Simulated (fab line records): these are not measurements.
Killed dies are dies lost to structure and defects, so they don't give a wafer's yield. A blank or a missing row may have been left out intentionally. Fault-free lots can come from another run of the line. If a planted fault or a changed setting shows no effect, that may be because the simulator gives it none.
What tool caused it?	flow n5Finfet	36 wafers from 12 lots sampled at 4 of the route's 1938 steps

== WHAT EACH GAUGE READ, for each wafer ==
N5_BEOL_M7_CD_MEAS_11: target cd 38.5 nm. Usual: cdNm reads 38.6 nm (standard deviation 0.4).
lot	measured	on	cdNm (nm)	flag
L181	day 9 00:49	cdSem-03	38.0 38.3 38.7	
L183	day 9 05:52	cdSem-03	38.6 38.0 38.4	
L184	day 9 13:57	cdSem-01	38.8 38.4 38.5	
L185	day 9 20:17	cdSem-03	38.1 37.8 38.5	
L186	day 10 12:11	cdSem-03	39.3 38.9 39.3	
L194	day 12 15:30	cdSem-01	38.6 38.4 38.8	
L195	day 12 16:25	cdSem-03	37.8 38.0 38.8	
L199	day 12 21:40	cdSem-01	38.7 37.6 39.1	
L196	day 12 22:37	cdSem-02	38.6 38.6 39.0	
L198	day 13 00:26	cdSem-02	39.7 38.9 38.3	
L203	day 14 20:33	cdSem-03	37.7 38.6 38.0	
L202	day 15 00:52	cdSem-02	38.9 38.5 37.9	

== WHICH TOOL RAN EACH LOT (tool, then ch and the chambers of the sampled wafers, then the start) ==
lot	N5_BEOL_M6_ANNEAL_51	N5_BEOL_M6_DEP_56	N5_BEOL_M7_COAT_05
L181	rtpAnneal-02 ch 0, day 8 22:51	pecvd-04 ch 0,2, day 8 23:28	lithoTrack-05 ch 0, day 9 00:34
L183	rtpAnneal-02 ch 0, day 9 03:29	pecvd-02 ch 0,2, day 9 04:08	lithoTrack-01 ch 0, day 9 05:38
L184	rtpAnneal-01 ch 0, day 9 11:17	pecvd-01 ch 0,1,2, day 9 11:50	lithoTrack-05 ch 0, day 9 13:43
L185	rtpAnneal-02 ch 0, day 9 17:52	pecvd-02 ch 0,1,2, day 9 18:24	lithoTrack-02 ch 0, day 9 19:55
L186	rtpAnneal-01 ch 0, day 10 07:44	pecvd-01 ch 0,1,2, day 10 08:20	lithoTrack-05 ch 0, day 10 11:56
L194	rtpAnneal-02 ch 0, day 12 12:40	pecvd-01 ch 0,1,2, day 12 13:16	lithoTrack-02 ch 0, day 12 15:08
L195	rtpAnneal-01 ch 0, day 12 14:15	pecvd-02 ch 0,2, day 12 15:02	lithoTrack-02 ch 0, day 12 16:03
L199	rtpAnneal-01 ch 0, day 12 18:50	pecvd-02 ch 0,1,2, day 12 19:30	lithoTrack-05 ch 0, day 12 21:19
L196	rtpAnneal-01 ch 0, day 12 20:38	pecvd-01 ch 0,1,2, day 12 21:16	lithoTrack-05 ch 0, day 12 22:22
L198	rtpAnneal-01 ch 0, day 12 20:58	pecvd-01 ch 1,2, day 12 21:38	lithoTrack-05 ch 0, day 13 00:11
L203	rtpAnneal-01 ch 0, day 14 13:02	pecvd-04 ch 1,2, day 14 13:42	lithoTrack-05 ch 0, day 14 19:04
L202	rtpAnneal-02 ch 0, day 14 21:54	pecvd-02 ch 1,2, day 14 22:31	lithoTrack-01 ch 0, day 15 00:30
- N5_BEOL_M6_ANNEAL_51: time 90 s.
- N5_BEOL_M6_DEP_56: deposits SiCN from 3MS/NH3, target thk 10 nm, time 17.5 s.
- N5_BEOL_M7_COAT_05: resist thk 90 nm.

== WHAT THE TOOLS THEMSELVES READ (means of the sampled wafers that have a number; where no wafer has one, the mark that the record gives instead) ==
N5_BEOL_M6_ANNEAL_51. Usual: wafer_temp_C_max reads 225.87 (standard deviation 0.22).
lot	tool	wafer_temp_C_max	flag
L181	rtpAnneal-02	225.60	
L183	rtpAnneal-02	225.92	
L184	rtpAnneal-01	225.85	
L185	rtpAnneal-02	225.87	
L186	rtpAnneal-01	225.85	
L194	rtpAnneal-02	225.69	
L195	rtpAnneal-01	225.77	
L199	rtpAnneal-01	225.91	
L196	rtpAnneal-01	225.85	
L198	rtpAnneal-01	226.04	
L203	rtpAnneal-01	225.75	
L202	rtpAnneal-02	225.84	

N5_BEOL_M6_DEP_56. Usual: showerheadPlenumPTorr 3.658 Torr, standard deviation 0.011; throttleValvePct 9.0 %, standard deviation 0.42.
lot	tool	showerheadPlenumPTorr (Torr)	throttleValvePct (%)	flag
L181	pecvd-04	3.656	9.1	
L183	pecvd-02	3.660	9.2	
L184	pecvd-01	3.650	9.1	
L185	pecvd-02	3.662	9.0	
L186	pecvd-01	3.648	8.8	
L194	pecvd-01	3.655	8.8	
L195	pecvd-02	3.665	9.2	
L199	pecvd-02	3.662	9.0	
L196	pecvd-01	3.656	8.9	
L198	pecvd-01	3.665	8.3	
L203	pecvd-04	3.646	8.7	
L202	pecvd-02	3.662	9.0	

N5_BEOL_M7_COAT_05. Usual: dispensePressureKPa 51 kPa, standard deviation 3.5; spinSpeedRpm 1500.1 rpm, standard deviation 0.86.
lot	tool	dispensePressureKPa (kPa)	spinSpeedRpm (rpm)	flag
L181	lithoTrack-05	48	1499.4	
L183	lithoTrack-01	53	1498.9	
L184	lithoTrack-05	48	1498.8	
L185	lithoTrack-02	56	1499.5	
L186	lithoTrack-05	48	1500.2	
L194	lithoTrack-02	56	1405.0	OFF
L195	lithoTrack-02	56	1404.3	OFF
L199	lithoTrack-05	48	1500.7	
L196	lithoTrack-05	48	1501.0	
L198	lithoTrack-05	48	1500.5	
L203	lithoTrack-05	48	1500.7	
L202	lithoTrack-01	53	1500.4	

== THE ANSWER, worked out from the rows above alone ==
Rule: take the mean of a lot's wafers that have a number; if it is more than 3 standard deviations from the usual mean, the lot is off. A lot without any number at a reading at which 4 lots or more have one is off too. All remaining lots with rows at the step are treated as sound. Order of review: gauges by route order, followed by the tools' own readings, for which a lot's mean as printed above is used. At the first step where some lot is off, the reading lying furthest off is the one used; lots without a number count as furthest.
Off, at N5_BEOL_M7_COAT_05 on spinSpeedRpm: L194, L195.
A tool fits if, at that step or a process step before it, it ran every lot that is off, and no sound lot after the first of them. One fits: lithoTrack-02 at N5_BEOL_M7_COAT_05. A fault onset in the window from L185 (day 9 19:55, its last sound lot) to L194 (day 12 15:08, its first lot off) fits.
On the lots that are off, the tool's own readings at N5_BEOL_M7_COAT_05 differ by more than 5 times the standard deviation of the sound lots' means, which bears it out; spinSpeedRpm reads 1404.7 rpm there versus 1500.0 rpm on the sound lots.

== WHAT THE SIMULATOR PUT IN ==
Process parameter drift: lithoTrack-02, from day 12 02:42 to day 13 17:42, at N5_BEOL_M7_COAT_05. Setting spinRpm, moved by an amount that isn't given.
Shown lots that were struck: L194, L195. The same result came from the rule above.
